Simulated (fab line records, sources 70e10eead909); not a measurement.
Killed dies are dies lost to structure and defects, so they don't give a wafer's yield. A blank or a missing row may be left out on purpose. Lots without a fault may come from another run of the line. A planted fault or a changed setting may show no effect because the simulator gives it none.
Which tool did it? | flow nand_harc | 14 lots, 42 wafers sampled, at 3 steps of a route of 1159

WHAT THE GAUGES READ, wafer by wafer
NHARC_A_SGD_CUT_INSPECT_25. Usual: raw_defect_count 295, standard deviation 76.
lot  | measured     | on                | raw_defect_count | flag
L499 | day 13 14:15 | defect_inspect-01 | 396 325 299      |
L502 | day 14 09:05 | defect_inspect-01 | 475 264 203      |
L500 | day 14 09:01 | defect_inspect-01 | 199 214 241      |
L503 | day 14 23:58 | defect_inspect-01 | 234 165 189      |
L504 | day 15 09:57 | defect_inspect-01 | 416 327 213      |
L505 | day 15 09:56 | defect_inspect-01 | 451 410 338      |
L506 | day 15 09:59 | defect_inspect-01 | 145 233 310      |
L507 | day 16 04:33 | defect_inspect-02 | 255 216 220      |
L508 | day 16 04:33 | defect_inspect-01 | 319 258 346      |
L512 | day 17 01:22 | defect_inspect-02 | 215 261 294      |
L513 | day 17 22:05 | defect_inspect-02 | 307 306 326      |
L514 | day 18 04:01 | defect_inspect-01 | 296 228 277      |
L519 | day 19 10:38 | defect_inspect-02 | 308 294 244      |
L520 | day 20 00:13 | defect_inspect-01 | 302 325 334      |

WHICH TOOL RAN EACH LOT (tool, then ch and the chambers of the sampled wafers, then the start)
lot  | NHARC_A_SGD_CUT_CMP_21        | NHARC_A_SGD_CUT_ETCHBACK_24
L499 | cmp-01 ch 0,1,3, day 13 13:30 | rie_diel-06 ch 0,2, day 13 14:00
L502 | cmp-02 ch 0,1, day 14 08:17   | rie_diel-02 ch 0,1,3, day 14 08:50
L500 | cmp-04 ch 0,3, day 14 08:17   | rie_diel-08 ch 0,1,2, day 14 08:47
L503 | cmp-01 ch 0,2, day 14 23:08   | rie_diel-08 ch 0,2,3, day 14 23:40
L504 | cmp-02 ch 0,3, day 15 09:13   | rie_diel-06 ch 1,2,3, day 15 09:44
L505 | cmp-04 ch 0,2, day 15 09:15   | rie_diel-08 ch 0,3, day 15 09:42
L506 | cmp-01 ch 0,1,2, day 15 09:15 | rie_diel-02 ch 0,2,3, day 15 09:43
L507 | cmp-02 ch 0,1,3, day 16 03:51 | rie_diel-08 ch 0,1,3, day 16 04:20
L508 | cmp-01 ch 0,2,3, day 16 03:53 | rie_diel-02 ch 1,2, day 16 04:19
L512 | cmp-01 ch 0,1, day 17 00:40   | rie_diel-06 ch 0,2,3, day 17 01:08
L513 | cmp-02 ch 0,2, day 17 21:13   | rie_diel-02 ch 1,2,3, day 17 21:44
L514 | cmp-01 ch 0,1, day 18 03:19   | rie_diel-08 ch 0,1,3, day 18 03:46
L519 | cmp-01 ch 1,2,3, day 19 09:53 | rie_diel-08 ch 0,1,2, day 19 10:25
L520 | cmp-02 ch 0,1,3, day 19 23:30 | rie_diel-08 ch 2,3, day 19 23:59
- NHARC_A_SGD_CUT_CMP_21: polishes, target thk 148.19 nm.
- NHARC_A_SGD_CUT_ETCHBACK_24: etches the open film in CH3F/O2, target depth 50 nm, time 92.857 s.

WHAT THE TOOLS THEMSELVES READ (means of the sampled wafers that have a number; where no wafer has one, the mark that the record gives instead)
NHARC_A_SGD_CUT_CMP_21. Usual: motor_current_A 11.6 A, standard deviation 0.97; time_to_endpoint_s 50 s, standard deviation 3.2.
lot  | tool   | motor_current_A (A) | time_to_endpoint_s (s) | flag
L499 | cmp-01 | 11.2                | 52                     |
L502 | cmp-02 | 11.1                | 47                     |
L500 | cmp-04 | 11.1                | 49                     |
L503 | cmp-01 | 13.4                | 52                     |
L504 | cmp-02 | 11.6                | 49                     |
L505 | cmp-04 | 10.9                | 52                     |
L506 | cmp-01 | 12.6                | 51                     |
L507 | cmp-02 | 11.3                | 50                     |
L508 | cmp-01 | 12.7                | 50                     |
L512 | cmp-01 | 12.7                | 52                     |
L513 | cmp-02 | 11.6                | 52                     |
L514 | cmp-01 | 12.4                | 49                     |
L519 | cmp-01 | 11.5                | 48                     |
L520 | cmp-02 | 11.5                | 47                     |

NHARC_A_SGD_CUT_ETCHBACK_24. Usual: drypump_motor_current_A 5.7 A, standard deviation 0.53; oes_product_au 0.96 a.u., standard deviation 0.031; rf_vpp_V 244.7 V, standard deviation 1.5; showerhead_plenum_p_Torr 2.47 Torr, standard deviation 0.089; throttle_valve_pct 20.664 %, standard deviation 0.0084.
lot  | tool        | drypump_motor_current_A (A) | oes_product_au (a.u.) | rf_vpp_V (V) | showerhead_plenum_p_Torr (Torr) | throttle_valve_pct (%) | flag
L499 | rie_diel-06 | 5.6                         | 0.94                  | 243.8        | 2.40                            | 20.659                 |
L502 | rie_diel-02 | 5.6                         | 0.93                  | 244.3        | 2.46                            | 20.660                 |
L500 | rie_diel-08 | 5.8                         | 0.93                  | 244.6        | 2.45                            | 20.666                 |
L503 | rie_diel-08 | 6.2                         | 1.00                  | 245.6        | 2.49                            | 20.672                 |
L504 | rie_diel-06 | 5.5                         | 0.94                  | 244.4        | 2.51                            | 20.669                 |
L505 | rie_diel-08 | 6.2                         | 0.94                  | 245.6        | 2.56                            | 20.664                 |
L506 | rie_diel-02 | 5.9                         | 0.93                  | 245.1        | 2.48                            | 20.659                 |
L507 | rie_diel-08 | 5.8                         | 0.93                  | 245.6        | 2.51                            | 20.668                 |
L508 | rie_diel-02 | 5.5                         | 0.92                  | 246.3        | 2.56                            | 20.660                 |
L512 | rie_diel-06 | 5.6                         | 0.94                  | 243.4        | 2.46                            | 20.670                 |
L513 | rie_diel-02 | 6.0                         | 1.00                  | 245.6        | 2.55                            | 20.668                 |
L514 | rie_diel-08 | 5.8                         | 0.95                  | 245.7        | 2.51                            | 20.661                 |
L519 | rie_diel-08 | 5.8                         | 0.94                  | 243.8        | 2.45                            | 20.666                 |
L520 | rie_diel-08 | 6.3                         | 0.90                  | 244.4        | 2.44                            | 20.665                 |

THE ANSWER, worked out from the rows above alone
Rule: a lot is off if the mean of its wafers that have a number lies more than 3 standard deviations from the usual mean. A lot without any number at a reading at which 4 lots or more have one is off too. The other lots that the step has rows for count as sound. The gauges are gone through in route order, then the tools' own readings, and for those a lot's mean is taken as printed above. The first step at which some lot is off is used, and at that step the reading that is off furthest; a lot without a number counts as furthest.
No lot is off at any reading shown: from this, nothing can be told.

WHAT THE SIMULATOR HAD PUT IN
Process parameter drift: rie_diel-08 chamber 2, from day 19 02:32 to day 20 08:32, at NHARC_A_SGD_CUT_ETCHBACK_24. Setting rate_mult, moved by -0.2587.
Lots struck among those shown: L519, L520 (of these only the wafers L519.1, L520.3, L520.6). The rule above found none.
